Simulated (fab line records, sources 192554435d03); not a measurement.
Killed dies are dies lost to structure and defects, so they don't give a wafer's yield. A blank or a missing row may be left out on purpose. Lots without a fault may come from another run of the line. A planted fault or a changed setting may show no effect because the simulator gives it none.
Chamber matching | flow n5_finfet | N5_BEOL_M14_DEP_53 on pecvd-01: 3 sister chambers
The step deposits SiCN from 3MS/NH3, target thk 50 nm, time 17.8 s. 3 wafers are shown with their chamber, then 12 later ones without.

WAFERS WITH THEIR CHAMBER
wafer  | chamber | showerhead_plenum_p_Torr (Torr)
L088.5 | 1       | 4.161
L091.5 | 2       | 4.189
L091.6 | 0       | 4.172

WAFERS WITHOUT THEIR CHAMBER
wafer  | showerhead_plenum_p_Torr (Torr)
L092.1 | 4.152
L092.2 | 4.178
L092.3 | 4.177
L092.4 | 4.148
L092.5 | 4.190
L092.6 | 4.164
L097.3 | 4.158
L097.4 | 4.157
L097.6 | 4.168
L096.1 | 4.156
L096.4 | 4.166
L096.6 | 4.201

WHICH CHAMBER EACH WENT THROUGH
wafer  | from the rows above          | in truth
L092.1 | can't be placed: 1 or 0      | 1
L092.2 | can't be placed: 0 or 2 or 1 | 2
L092.3 | can't be placed: 0 or 2 or 1 | 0
L092.4 | can't be placed: 1 or 0      | 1
L092.5 | 2                            | 2
L092.6 | can't be placed: 1 or 0      | 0
L097.3 | can't be placed: 1 or 0      | 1
L097.4 | can't be placed: 1 or 0      | 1
L097.6 | can't be placed: 0 or 1      | 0
L096.1 | can't be placed: 1 or 0      | 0
L096.4 | can't be placed: 1 or 0      | 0
L096.6 | 2                            | 2
Placed correctly: 2 of 12. Can't be placed from these rows: 10 (the true chamber is among the candidates in 10). Placed wrongly: 0.
How it was worked out, from the rows above alone: a wafer's distance from a chamber is the root of the sum, over the readings, of the square of ((its reading less the chamber's mean) divided by the reading's scatter). The wafer belongs to the nearest chamber; if the next one is less than 2 further off, it can't be placed. A chamber's mean is the mean of its shown wafers. The scatter: with one shown wafer a chamber, the root of the mean of the squares of how far each hidden wafer lies from its nearest shown one.
